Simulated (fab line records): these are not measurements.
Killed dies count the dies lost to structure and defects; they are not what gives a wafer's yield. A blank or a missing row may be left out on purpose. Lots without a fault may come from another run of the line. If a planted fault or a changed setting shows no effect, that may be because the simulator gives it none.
fab line records	flow n5-finfet
record: lots: 7	wafers: 39
route steps=1938 shown FIN_SAQP@96 MOL_CONTACT_COAG@559 BEOL_M0@748 BEOL_M2@841 BEOL_M3@980 BEOL_M5@1116
start-h: hours from the record's first day to the start of the lot's first wafer shown	wait-h: hours since the lot's step before	" identical to the entry in the row above	L1.1+2: a row that stands for several wafers	- either no value or no given start	* or withheld: withheld	< > ~ a bound
route shown NAME@n: NAME is a module with steps in the file, n the number in the route of the first one	usual: the fault-free wafers' mean and standard deviation	same: alike in all rows	chamber/n: place in a boat	sites: the reading at each site	_std_site: how widely they spread, as a standard deviation	_edge_site: mean of outer sites minus mean of inner sites	radius-mm: for every site, how far away it sits from the centre of the wafer	mask NAME#n: copy n	behind: the most recent tool/chamber to have shaped the wafer	hold: cause of the lot's hold/its duration in hours/its outcome	device: which transistor (n, p or np) failed to switch	end of line: tests of these same wafers at the route's end	a step with no rows: only its recipe	killed: the dies lost at the first sort to structure and to defects; this is not the yield of the wafer	map: a wafer's dies, x killed, . not, _ none there
set.NAME: the setting that was run; set.NAME@STEP: the one run at that earlier step	model.NAME: the simulator's own value behind a step, which no gauge read
one table per step and one row per wafer, for lots whose settings were changed on purpose
== steps ==
step: N5_FIN_SAQP_HM_DEP_03
recipe: material: SiNx	target-thk-a: 380	temp-c: 400	precursor: SiH4/NH3/N2	pressure-torr: 1.5	rf-w: 300	time-s: 33.6
lot.wafer	tool	chamber	start-h	wait-h	set.time-s	model.SiNx_of_FIN_SAQP_HM_DEP_03.thk-nm
L074.1	pecvd-02	1	20.39	0.2	33.6	37.77
L074.3	"	0	"	"	33.6	38.51
L074.6	"	2	"	"	33.6	38.54
L079.1	pecvd-01	1	50.77	0.2	33.6	37.91
L079.2	"	0	"	"	33.6	37.57
L079.3	"	2	"	"	40.2	45.57
L079.4	"	1	"	"	33.6	38.3
L079.5	"	2	"	"	40.2	45.92
L079.6	"	0	"	"	40.2	46.05
L084.1	pecvd-03	1	81.02	0.2	45.47	50.4
L084.2	"	0	"	"	33.6	36.93
L084.3	"	2	"	"	33.6	37.14
L084.4	"	0	"	"	45.47	51.29
L084.5	"	2	"	"	45.47	51.26
L084.6	"	1	"	"	33.6	37.78
L086.1	pecvd-03	2	93.30	0.2	33.6	36.76
L086.2	"	0	"	"	46.1	50.77
L086.3	"	1	"	"	33.6	37.34
L086.4	"	0	"	"	46.1	51.34
L086.5	"	1	"	"	46.1	51.26
L086.6	"	2	"	"	33.6	36.71
L088.1	pecvd-01	1	105.14	0.2	33.6	38.16
L088.2	"	0	"	"	33.6	37.94
L088.3	"	2	"	"	22.24	25.99
L088.4	"	0	"	"	22.24	25.41
L088.5	"	2	"	"	33.6	38.6
L088.6	"	1	"	"	22.24	25.82
L090.1	pecvd-03	2	116.66	0.2	33.6	36.98
L090.2	"	0	"	"	33.6	36.33
L090.3	"	2	"	"	33.6	37.19
L090.4	"	0	"	"	33.6	36.94
L090.5	"	0	"	"	33.6	37.05
L090.6	"	2	"	"	33.6	37.12
L093.1	pecvd-01	0	135.56	0.2	24.76	27.36
L093.2	"	2	"	"	33.6	37.76
L093.3	"	1	"	"	24.76	28.15
L093.4	"	1	"	"	24.76	28.04
L093.5	"	2	"	"	33.6	37.89
L093.6	"	0	"	"	33.6	38
step: N5_FIN_SAQP_THK_MEAS_05
usual: thk-nm: 37.8/0.56
lot.wafer	tool	chamber	start-h	wait-h	set.time-s@FIN_SAQP_HM_DEP_03	thk-nm
L074.1	film-metro-01	-	20.47	0.1	33.6	37.8
L074.3	"	-	"	"	33.6	38.5
L074.6	"	-	"	"	33.6	38.5
L079.1	film-metro-02	-	50.85	0.1	33.6	37.9
L079.2	"	-	"	"	33.6	37.6
L079.3	"	-	"	"	40.2	45.6
L079.4	"	-	"	"	33.6	38.3
L079.5	"	-	"	"	40.2	45.9
L079.6	"	-	"	"	40.2	46.1
L084.1	film-metro-01	-	81.10	0.1	45.47	50.4
L084.2	"	-	"	"	33.6	36.9
L084.3	"	-	"	"	33.6	37.1
L084.4	"	-	"	"	45.47	51.3
L084.5	"	-	"	"	45.47	51.3
L084.6	"	-	"	"	33.6	37.8
L086.1	film-metro-02	-	93.38	0.1	33.6	36.8
L086.2	"	-	"	"	46.1	50.8
L086.3	"	-	"	"	33.6	37.4
L086.4	"	-	"	"	46.1	51.3
L086.5	"	-	"	"	46.1	51.3
L086.6	"	-	"	"	33.6	36.7
L088.1	film-metro-02	-	105.23	0.1	33.6	38.2
L088.2	"	-	"	"	33.6	37.9
L088.3	"	-	"	"	22.24	26.0
L088.4	"	-	"	"	22.24	25.4
L088.5	"	-	"	"	33.6	38.6
L088.6	"	-	"	"	22.24	25.8
L090.1	film-metro-01	-	116.78	0.1	33.6	36.9
L090.2	"	-	"	"	33.6	36.3
L090.3	"	-	"	"	33.6	37.2
L090.4	"	-	"	"	33.6	36.9
L090.5	"	-	"	"	33.6	37.0
L090.6	"	-	"	"	33.6	37.2
L093.1	film-metro-02	-	135.65	0.1	24.76	27.4
L093.2	"	-	"	"	33.6	37.8
L093.3	"	-	"	"	24.76	28.2
L093.4	"	-	"	"	24.76	28.0
L093.5	"	-	"	"	33.6	37.8
L093.6	"	-	"	"	33.6	38.0
step: N5_FIN_SAQP_PECVD_47
recipe: material: a-Si	target-thk-a: 450	temp-c: 400	precursor: SiH4/He	pressure-torr: 3	rf-w: 100	time-s: 36.3
step: N5_FIN_SAQP_PECVD_48
recipe: material: SiNx	target-thk-a: 250	temp-c: 400	precursor: SiH4/NH3/N2	pressure-torr: 1.5	rf-w: 300	time-s: 22.1
step: N5_FIN_SAQP_MANDREL2_REMOVE_60
recipe: chemistry: HBr/Cl2/O2	bt-time-s: 10	target: a-Si	stop-on: SiNx	endpoint: OES-SiCl	over-etch-frac: 1	icp-w: 600	bias-w: 22	HBr_flow_sccm: 150	Cl2_flow_sccm: 80	O2_flow_sccm: 5	pressure-mtorr: 10
step: N5_FIN_SAQP_HM_OPEN_33
recipe: chemistry: CH3F/O2	target: SiNx	mask-material: SiO2	target-depth-a: 494	time-s: 70.6	pressure-mtorr: 30	source-w: 395	bias-w: 73	Ar_flow_sccm: 150	CH3F_flow_sccm: 30	O2_flow_sccm: 20	ion-energy-ev: 120	ends: cleared
usual: etch-rf-on-time-s: 68.8/1.3
lot.wafer	tool	chamber	start-h	wait-h	set.time-s@FIN_SAQP_HM_DEP_03	etch-rf-on-time-s	model.etch.depth-nm
L074.1	rie-diel-01	2	25.27	0.2	33.6	68.2	37.14
L074.3	"	0	"	"	33.6	70.8	37.86
L074.6	"	1	"	"	33.6	69.5	37.89
L079.1	rie-diel-02	1	56.77	0.0	33.6	69.4	37.16
L079.2	"	3	"	"	33.6	68.0	36.92
L079.3	"	2	"	"	40.2	82.8	44.95
L079.4	"	0	"	"	33.6	69.7	37.62
L079.5	"	1	"	"	40.2	84.3	45.3
L079.6	"	0	"	"	40.2	84.4	45.3
L084.1	rie-diel-04	2	85.50	0.0	45.47	95.3	49.77
L084.2	"	3	"	"	33.6	66.4	36.26
L084.3	"	2	"	"	33.6	69.0	36.39
L084.4	"	3	"	"	45.47	93.5	50.64
L084.5	"	2	"	"	45.47	96.0	50.64
L084.6	"	3	"	"	33.6	68.3	37.03
L086.1	rie-diel-04	0	98.04	0.1	33.6	64.8	36.13
L086.2	"	3	"	"	46.1	92.3	50.14
L086.3	"	1	"	"	33.6	68.5	36.62
L086.4	"	2	"	"	46.1	95.1	50.68
L086.5	"	2	"	"	46.1	96.5	50.62
L086.6	"	1	"	"	33.6	67.2	36.05
L088.1	rie-diel-01	3	110.31	0.1	33.6	67.5	37.48
L088.2	"	0	"	"	33.6	68.4	37.29
L088.3	"	1	"	"	22.24	46.2	25.24
L088.4	"	0	"	"	22.24	45.9	24.78
L088.5	"	1	"	"	33.6	70.1	37.98
L088.6	"	3	"	"	22.24	45.6	25.18
L090.1	rie-diel-01	1	122.18	0.2	33.6	66.8	36.34
L090.2	"	3	"	"	33.6	65.4	35.61
L090.3	"	0	"	"	33.6	68.8	36.56
L090.4	"	2	"	"	33.6	67.0	36.22
L090.5	"	0	"	"	33.6	68.6	36.43
L090.6	"	1	"	"	33.6	67.7	36.49
L093.1	rie-diel-04	3	140.19	0.0	24.76	49.1	26.74
L093.2	"	1	"	"	33.6	69.8	37.01
L093.3	"	2	"	"	24.76	49.9	27.5
L093.4	"	0	"	"	24.76	48.9	27.41
L093.5	"	3	"	"	33.6	67.9	37.14
L093.6	"	0	"	"	33.6	66.4	37.35
step: N5_MOL_CONTACT_COAG_ALD_27
recipe: material: SiOC	target-thk-a: 170	temp-c: 400	ald-precursor-family: carbosiloxane	ald-co-reactant: H2-plasma	pulse-time-s: 1.5	time-s: 2720	purge-time-s: 2	co-reactant-purge-time-s: 2	ald-cycles: 340	pressure-torr: 2
lot.wafer	tool	chamber	start-h	wait-h	set.time-s	model.SiOC_of_MOL_CONTACT_COAG_ALD_27.thk-nm
L074.1+3+6	ald-sin-01	0,2,1	95.20	0.0	2720	17
L079.1	ald-sin-01	3	126.93	0.0	2720	16.8
L079.2+3+4+5+6	"	2,1,0,3,2	"	"	2720	17
L084.1+3+4	ald-sin-01	0,1,3	154.35	0.0	2720	17
L084.2+5+6	"	2,2,1	"	"	1647	10.2
L086.1+5+6	ald-sin-03	3,2,1	166.31	0.0	2720	17
L086.2	"	1	"	"	1259	7.8
L086.3+4	"	2,0	"	"	1259	8
L088.1+3	ald-sin-01	1,2	179.70	0.0	2720	17
L088.2+5+6	"	3,0,1	"	"	3334	17
L088.4	"	0	"	"	2720	16.8
L090.1+2+4	ald-sin-01	0,2,1	201.93	0.0	2720	17
L090.3+5+6	"	3,1,0	"	"	3354	17
L093.1+2+5	ald-sin-04	1,2,1	208.74	0.0	2720	17.2
L093.3+4+6	"	0,3,2	"	"	2720	17
step: N5_BEOL_M0_DEP_125
recipe: material: SiCN	target-thk-a: 80	temp-c: withheld	precursor: 3MS/NH3	pressure-torr: 3	rf-w: 202	time-s: 14
lot.wafer	tool	chamber	start-h	wait-h	set.time-s	model.SiCN_of_BEOL_M0_DEP_125.thk-nm
L074.1+3	pecvd-04	2,1	117.00	0.0	14	8
L074.6	"	1	"	"	14	8.2
L079.1+3+4+5	pecvd-04	2,1,2,0	151.43	0.0	14	8
L079.2	"	0	"	"	14	7.8
L079.6	"	1	"	"	14	8.2
L084.1+2+3	pecvd-04	0,2,1	176.92	0.0	14	8
L084.4+5	"	1,2	"	"	18.89	10.8
L084.6	"	0	"	"	18.89	11
L086.1	pecvd-01	0	193.90	0.0	14	8
L086.2	"	1	"	"	6.382	3.4
L086.3+4	"	2,1	"	"	14	7.8
L086.5+6	"	0,2	"	"	6.382	3.6
L088.1	pecvd-03	0	204.69	0.0	18.1	10.2
L088.2+3	"	1,2	"	"	14	8
L088.4	"	1	"	"	14	8.2
L088.5+6	"	2,0	"	"	18.1	10.4
L090.1+6	pecvd-03	1,0	222.40	0.0	14	8
L090.2+3+4	"	2,0,2	"	"	14	7.8
L090.5	"	1	"	"	14	8.2
L093.1+5	pecvd-01	0	231.39	0.0	8.065	4.6
L093.2+6	"	1	"	"	14	7.8
L093.3	"	0	"	"	8.065	4.4
L093.4	"	1	"	"	14	8
step: N5_BEOL_M2_ILD_DEP_00
recipe: material: SiOC	target-thk-a: 790	temp-c: 350	precursor: DEMS/O2	pressure-torr: 5	rf-w: 500	time-s: 15.3
lot.wafer	tool	chamber	start-h	wait-h	set.time-s	model.SiOC_of_BEOL_M2_ILD_DEP_00.thk-nm
L074.1	pecvd-02	1	128.49	0.0	15.3	79
L074.3	"	0	"	"	15.3	78.2
L074.6	"	2	"	"	15.3	80.2
L079.1	pecvd-03	0	161.08	0.0	15.3	80.2
L079.2	"	1	"	"	15.3	80.4
L079.3	"	2	"	"	18.9	97.8
L079.4	"	2	"	"	18.9	98.8
L079.5	"	0	"	"	15.3	80.6
L079.6	"	1	"	"	18.9	99.2
L084.1	pecvd-03	1	185.89	0.0	24.09	122.2
L084.2	"	0	"	"	15.3	79.4
L084.3	"	2	"	"	15.3	77.6
L084.4	"	1	"	"	24.09	125.6
L084.5	"	2	"	"	24.09	124.4
L084.6	"	0	"	"	15.3	79
L086.1	pecvd-03	0	205.81	0.0	15.3	78
L086.2	"	2	"	"	15.3	79
L086.3	"	1	"	"	15.3	78.8
L086.4+5	"	1,0	"	"	15.3	80.2
L086.6	"	2	"	"	15.3	79.4
L088.1	pecvd-02	1	212.08	0.0	15.3	78
L088.2	"	0	"	"	18.47	93.2
L088.3	"	2	"	"	18.47	94.6
L088.4	"	1	"	"	15.3	79.4
L088.5	"	2	"	"	15.3	79.2
L088.6	"	0	"	"	18.47	95
L090.1	pecvd-02	1	237.34	0.0	15.3	77.8
L090.2	"	0	"	"	15.3	77.2
L090.3	"	2	"	"	22.39	114.8
L090.4	"	0	"	"	22.39	115.6
L090.5	"	2	"	"	15.3	79.8
L090.6	"	1	"	"	22.39	115
L093.1	pecvd-03	0	239.24	0.0	15.3	80
L093.2	"	1	"	"	15.3	79
L093.3+6	"	2	"	"	15.3	79.4
L093.4+5	"	1,0	"	"	15.3	80.4
step: N5_BEOL_M2_THK_MEAS_01
recipe: reads: SiOC_of_BEOL_M2_ILD_DEP_00
usual: M2_ILD_THK: 79.2/1
lot.wafer	tool	chamber	start-h	wait-h	set.time-s@BEOL_M2_ILD_DEP_00	M2_ILD_THK[nm]
L074.1	film-metro-01	-	128.56	0.0	15.3	79.0
L074.3	"	-	"	"	15.3	78.1
L074.6	"	-	"	"	15.3	80.1
L079.1	film-metro-01	-	161.15	0.0	15.3	80.1
L079.2	"	-	"	"	15.3	80.4
L079.3	"	-	"	"	18.9	97.9
L079.4	"	-	"	"	18.9	98.8
L079.5	"	-	"	"	15.3	80.6
L079.6	"	-	"	"	18.9	99.2
L084.1	film-metro-02	-	185.95	0.0	24.09	122.2
L084.2	"	-	"	"	15.3	79.3
L084.3	"	-	"	"	15.3	77.6
L084.4	"	-	"	"	24.09	125.6
L084.5	"	-	"	"	24.09	124.6
L084.6	"	-	"	"	15.3	79.0
L086.1	film-metro-02	-	205.88	0.0	15.3	78.1
L086.2	"	-	"	"	15.3	78.9
L086.3	"	-	"	"	15.3	78.9
L086.4	"	-	"	"	15.3	80.1
L086.5	"	-	"	"	15.3	80.1
L086.6	"	-	"	"	15.3	79.5
L088.1	film-metro-02	-	212.15	0.0	15.3	77.9
L088.2	"	-	"	"	18.47	93.2
L088.3	"	-	"	"	18.47	94.6
L088.4	"	-	"	"	15.3	79.4
L088.5	"	-	"	"	15.3	79.1
L088.6	"	-	"	"	18.47	95.0
L090.1	film-metro-02	-	237.40	0.0	15.3	77.8
L090.2	"	-	"	"	15.3	77.1
L090.3	"	-	"	"	22.39	114.8
L090.4	"	-	"	"	22.39	115.5
L090.5	"	-	"	"	15.3	79.9
L090.6	"	-	"	"	22.39	115.0
L093.1	film-metro-01	-	239.31	0.0	15.3	80.0
L093.2	"	-	"	"	15.3	78.9
L093.3	"	-	"	"	15.3	79.4
L093.4	"	-	"	"	15.3	80.4
L093.5	"	-	"	"	15.3	80.4
L093.6	"	-	"	"	15.3	79.2
step: N5_BEOL_M3_TRENCH_ETCH_37
recipe: chemistry: C4F6/O2	target-depth-a: 555.55	target: SiOC	time-s: 29.2	ion-energy-ev: 250	pressure-mtorr: 30	source-w: 355	bias-w: 185	Ar_flow_sccm: 300	C4F6_flow_sccm: 10	O2_flow_sccm: 10
lot.wafer	tool	chamber	start-h	wait-h	set.time-s	model.BEOL_M3.feature-depth-nm	model.etch.depth-nm	model.TiN_of_BEOL_M3_HM_DEP_02.thk-nm
L074.1+6	rie-diel-05	3,2	-	-	29.2	54.6	54.69	17.8
L074.3	"	1	"	"	29.2	55.4	55.42	17.8
L079.1	rie-diel-06	1	-	-	23.12	44.4	44.38	18.6
L079.2	"	2	"	"	23.12	43.4	43.32	18.4
L079.3	"	0	"	"	29.2	55.2	55.21	18
L079.4	"	3	"	"	29.2	56.6	56.69	18
L079.5	"	3	"	"	29.2	56.2	56.21	18
L079.6	"	2	"	"	23.12	43.6	43.68	18.6
L084.1	rie-diel-03	3	-	-	29.2	55.4	55.32	18
L084.2	"	1	"	"	29.2	53.6	53.65	18
L084.3	"	0	"	"	29.2	54.4	54.41	17.8
L084.4	"	2	"	"	29.2	55.2	55.18	18
L084.5	"	2	"	"	29.2	55	55.08	18
L084.6	"	1	"	"	29.2	53.8	53.75	18
L086.1	rie-diel-05	1	-	-	22.63	44.6	44.52	18.2
L086.2	"	0	"	"	22.63	42.8	42.87	18.4
L086.3	"	3	"	"	29.2	55.4	55.41	17.8
L086.4	"	0	"	"	29.2	55.6	55.61	17.6
L086.5	"	3	"	"	29.2	55.4	55.36	17.6
L086.6	"	1	"	"	22.63	44.2	44.3	18
L088.1	rie-diel-03	2	-	-	29.2	54.8	54.88	17.6
L088.2	"	1	"	"	41.83	76.6	76.55	16.6
L088.3	"	0	"	"	29.2	54.2	54.21	17.4
L088.4	"	2	"	"	41.83	79	79.03	16.6
L088.5	"	1	"	"	29.2	53.4	53.3	17.6
L088.6	"	0	"	"	41.83	78.4	78.44	16.6
L090.1	rie-diel-05	3	-	-	14.57	27.6	27.54	18.8
L090.2	"	1	"	"	29.2	57	56.94	17.6
L090.3	"	2	"	"	29.2	56.4	56.32	17.6
L090.4	"	0	"	"	29.2	55.4	55.43	17.6
L090.5	"	3	"	"	14.57	27.6	27.63	18.8
L090.6	"	2	"	"	14.57	28.2	28.16	18.6
L093.1	rie-diel-03	3	-	-	29.2	55	54.92	17.8
L093.2	"	2	"	"	20.65	38.8	38.81	18.6
L093.3	"	0	"	"	20.65	38.4	38.39	18.6
L093.4	"	1	"	"	29.2	53	53.05	17.8
L093.5	"	3	"	"	20.65	38.4	38.42	18.6
L093.6	"	0	"	"	29.2	54	54.06	17.8
step: N5_BEOL_M3_ETCH_41
recipe: chemistry: CH3F/O2	target: SiCN	target-depth-a: 299	taper-deg: 2	time-s: 52.5	ion-energy-ev: 120	mask-material: TiN	pressure-mtorr: 30	source-w: 395	bias-w: 75	Ar_flow_sccm: 150	CH3F_flow_sccm: 30	O2_flow_sccm: 20
step: N5_BEOL_M3_STRIP_97
recipe: chemistry: N2/H2	time-s: 10	power-w: 450	temp-c: 40	pressure-mtorr: 20	rf-frequency-hz: 6e+07	bias-power-w: 7	n2-flow-sccm: 200	h2-flow-sccm: 200
step: N5_BEOL_M3_OCD_MEAS_38
usual: trench-depth-nm: 55.3/0.94
lot.wafer	tool	chamber	start-h	wait-h	set.time-s@BEOL_M3_TRENCH_ETCH_37	trench-depth-nm
L074.1	ocd-02	-	149.83	-	29.2	54.6
L074.3	"	-	"	"	29.2	55.2
L074.6	"	-	"	"	29.2	55.2
L079.1	ocd-01	-	181.74	-	23.12	44.9
L079.2	"	-	"	"	23.12	43.6
L079.3	"	-	"	"	29.2	54.8
L079.4	"	-	"	"	29.2	56.4
L079.5	"	-	"	"	29.2	55.9
L079.6	"	-	"	"	23.12	44.0
L084.1	ocd-01	-	204.21	-	29.2	55.8
L084.2	"	-	"	"	29.2	54.0
L084.3	"	-	"	"	29.2	54.7
L084.4	"	-	"	"	29.2	55.0
L084.5	"	-	"	"	29.2	55.7
L084.6	"	-	"	"	29.2	54.1
L086.1	ocd-01	-	228.50	-	22.63	44.0
L086.2	"	-	"	"	22.63	42.7
L086.3	"	-	"	"	29.2	55.2
L086.4	"	-	"	"	29.2	55.4
L086.5	"	-	"	"	29.2	55.3
L086.6	"	-	"	"	22.63	44.4
L088.1	ocd-02	-	229.97	-	29.2	54.6
L088.2	"	-	"	"	41.83	76.2
L088.3	"	-	"	"	29.2	54.0
L088.4	"	-	"	"	41.83	79.3
L088.5	"	-	"	"	29.2	53.4
L088.6	"	-	"	"	41.83	78.2
L090.1	ocd-02	-	255.64	-	14.57	28.1
L090.2	"	-	"	"	29.2	56.7
L090.3	"	-	"	"	29.2	56.3
L090.4	"	-	"	"	29.2	55.0
L090.5	"	-	"	"	14.57	28.4
L090.6	"	-	"	"	14.57	28.2
L093.1	ocd-02	-	259.59	-	29.2	54.9
L093.2	"	-	"	"	20.65	38.8
L093.3	"	-	"	"	20.65	38.5
L093.4	"	-	"	"	29.2	52.9
L093.5	"	-	"	"	20.65	39.1
L093.6	"	-	"	"	29.2	53.7
step: N5_BEOL_M5_HM_DEP_02
recipe: material: TiN	target-thk-a: 200	temp-c: 25	chamber-pressure-pa: 0.49996
lot.wafer	tool	chamber	start-h	wait-h	set.target-thk-a	model.TiN_of_BEOL_M5_HM_DEP_02.thk-nm
L074.1	pvd-sputter-01	-	165.86	0.1	200	20.2
L074.3	"	-	"	"	200	19.8
L074.6	"	-	"	"	200	20
L079.1+5	pvd-sputter-03	-	200.38	3.4	288.8	28.8
L079.2+3	"	-	"	"	200	20
L079.4	"	-	"	"	288.8	29
L079.6	"	-	"	"	200	19.8
L084.1+3+5+6	pvd-sputter-03	-	220.70	0.1	200	19.8
L084.2+4	"	-	"	"	200	20
L086.1+2+5+6	pvd-sputter-01	-	243.87	1.1	200	19.8
L086.3+4	"	-	"	"	200	20
L088.1	pvd-sputter-01	-	246.82	1.9	200	20
L088.2+5+6	"	-	"	"	200	19.6
L088.3+4	"	-	"	"	200	19.8
L090.1+3	pvd-sputter-03	-	272.01	0.6	264.8	26.6
L090.2+6	"	-	"	"	200	20.2
L090.4	"	-	"	"	200	19.8
L090.5	"	-	"	"	264.8	26.8
L093.1+2+5	pvd-sputter-03	-	277.63	2.0	200	19.8
L093.3	"	-	"	"	200	20.2
L093.4+6	"	-	"	"	200	20
step: N5_BEOL_M5_COAT_59
recipe: resist: SOC	temp-c: 250	time-s: 60	spin-rpm: 1500	resist-thk-nm: 60
step: N5_BEOL_M5_COAT_60
recipe: resist: SiARC	temp-c: 220	time-s: 60	spin-rpm: 1500	resist-thk-nm: 12
step: N5_BEOL_M5_STRIP_73
recipe: chemistry: N2/H2	temp-c: 40	n2-flow-sccm: 200	h2-flow-sccm: 200	rf-frequency-hz: 6e+07
step: N5_BEOL_M5_STRIP_64
recipe: chemistry: CF4	resist: SiARC	power-w: 300	bias-power-w: 75	pressure-mtorr: 50	cf4-flow-sccm: 150	rf-frequency-hz: 6e+07
step: N5_BEOL_M5_HM_OPEN_17
recipe: chemistry: Cl2/BCl3	target-depth-a: 200	overetch-a: 60	target: TiN	mask-material: SOC	ion-energy-ev: 150	pressure-mtorr: 10	icp-w: 1000	bias-w: 126	Cl2_flow_sccm: 53.25	bcl3-flow-sccm: 21.75	Ar_flow_sccm: 25
lot.wafer	tool	chamber	start-h	wait-h	set.target-thk-a@BEOL_M5_HM_DEP_02	model.etch.depth-nm
L074.1	rie-metal-02	1	166.62	0.0	200	20.17
L074.3	"	0	"	"	200	19.9
L074.6	"	1	"	"	200	20.05
L079.1	rie-metal-02	1	201.27	0.0	288.8	27.31
L079.2+3	"	0,1	"	"	200	19.95
L079.4	"	0	"	"	288.8	26.33
L079.5	"	0	"	"	288.8	26.48
L079.6	"	1	"	"	200	19.8
L084.1	rie-metal-03	0	221.56	0.0	200	19.77
L084.2	"	1	"	"	200	20.1
L084.3	"	1	"	"	200	19.88
L084.4	"	0	"	"	200	19.94
L084.5	"	0	"	"	200	19.82
L084.6	"	1	"	"	200	19.8
L086.1	rie-metal-01	1	245.17	0.0	200	19.81
L086.2+6	"	0,1	"	"	200	19.9
L086.3	"	0	"	"	200	19.93
L086.4	"	1	"	"	200	19.95
L086.5	"	0	"	"	200	19.82
L088.1	rie-metal-02	1	247.70	0.0	200	19.9
L088.2	"	0	"	"	200	19.67
L088.3	"	1	"	"	200	19.76
L088.4	"	0	"	"	200	19.79
L088.5	"	0	"	"	200	19.59
L088.6	"	1	"	"	200	19.64
L090.1	rie-metal-03	0	272.79	0.0	264.8	26.38
L090.2	"	1	"	"	200	20.2
L090.3	"	0	"	"	264.8	25.93
L090.4	"	1	"	"	200	19.86
L090.5	"	1	"	"	264.8	26.72
L090.6	"	0	"	"	200	20.14
L093.1	rie-metal-03	0	278.52	0.0	200	19.83
L093.2	"	1	"	"	200	19.86
L093.3	"	0	"	"	200	20.15
L093.4	"	1	"	"	200	19.97
L093.5	"	1	"	"	200	19.74
L093.6	"	0	"	"	200	19.9
== key ==
split: step: N5_FIN_SAQP_HM_DEP_03	setting: time-s	stated: 33.6	by: wafer
response: step: N5_FIN_SAQP_HM_DEP_03	reading: model.SiNx_of_FIN_SAQP_HM_DEP_03.thk-nm	change: +0.382	per: 1%	r: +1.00
response: step: N5_FIN_SAQP_THK_MEAS_05	reading: thk-nm	change: *	per: 1%	r: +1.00
response: step: N5_FIN_SAQP_HM_OPEN_33	reading: etch-rf-on-time-s	change: *	per: 1%	r: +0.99
response: step: N5_FIN_SAQP_HM_OPEN_33	reading: model.etch.depth-nm	change: +0.383	per: 1%	r: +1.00
split: step: N5_MOL_CONTACT_COAG_ALD_27	setting: time-s	stated: 2720	by: wafer
response: step: N5_MOL_CONTACT_COAG_ALD_27	reading: model.SiOC_of_MOL_CONTACT_COAG_ALD_27.thk-nm	change: +0.138	per: 1%	r: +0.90
split: step: N5_BEOL_M0_DEP_125	setting: time-s	stated: 14	by: wafer
response: step: N5_BEOL_M0_DEP_125	reading: model.SiCN_of_BEOL_M0_DEP_125.thk-nm	change: +0.0795	per: 1%	r: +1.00
split: step: N5_BEOL_M2_ILD_DEP_00	setting: time-s	stated: 15.3	by: wafer
response: step: N5_BEOL_M2_ILD_DEP_00	reading: model.SiOC_of_BEOL_M2_ILD_DEP_00.thk-nm	change: +0.787	per: 1%	r: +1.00
response: step: N5_BEOL_M2_THK_MEAS_01	reading: M2_ILD_THK	change: +0.788	per: 1%	r: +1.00
split: step: N5_BEOL_M3_TRENCH_ETCH_37	setting: time-s	stated: 29.2	by: wafer
response: step: N5_BEOL_M3_TRENCH_ETCH_37	reading: model.BEOL_M3.feature-depth-nm	change: +0.555	per: 1%	r: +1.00
response: step: N5_BEOL_M3_TRENCH_ETCH_37	reading: model.etch.depth-nm	change: +0.555	per: 1%	r: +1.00
response: step: N5_BEOL_M3_TRENCH_ETCH_37	reading: model.TiN_of_BEOL_M3_HM_DEP_02.thk-nm	change: -0.0233	per: 1%	r: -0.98
response: step: N5_BEOL_M3_OCD_MEAS_38	reading: trench-depth-nm	change: +0.546	per: 1%	r: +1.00
split: step: N5_BEOL_M5_HM_DEP_02	setting: target-thk-a	stated: 200	by: wafer
response: step: N5_BEOL_M5_HM_DEP_02	reading: model.TiN_of_BEOL_M5_HM_DEP_02.thk-nm	change: +0.202	per: 1%	r: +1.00
response: step: N5_BEOL_M5_HM_OPEN_17	reading: model.etch.depth-nm	change: +0.167	per: 1%	r: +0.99
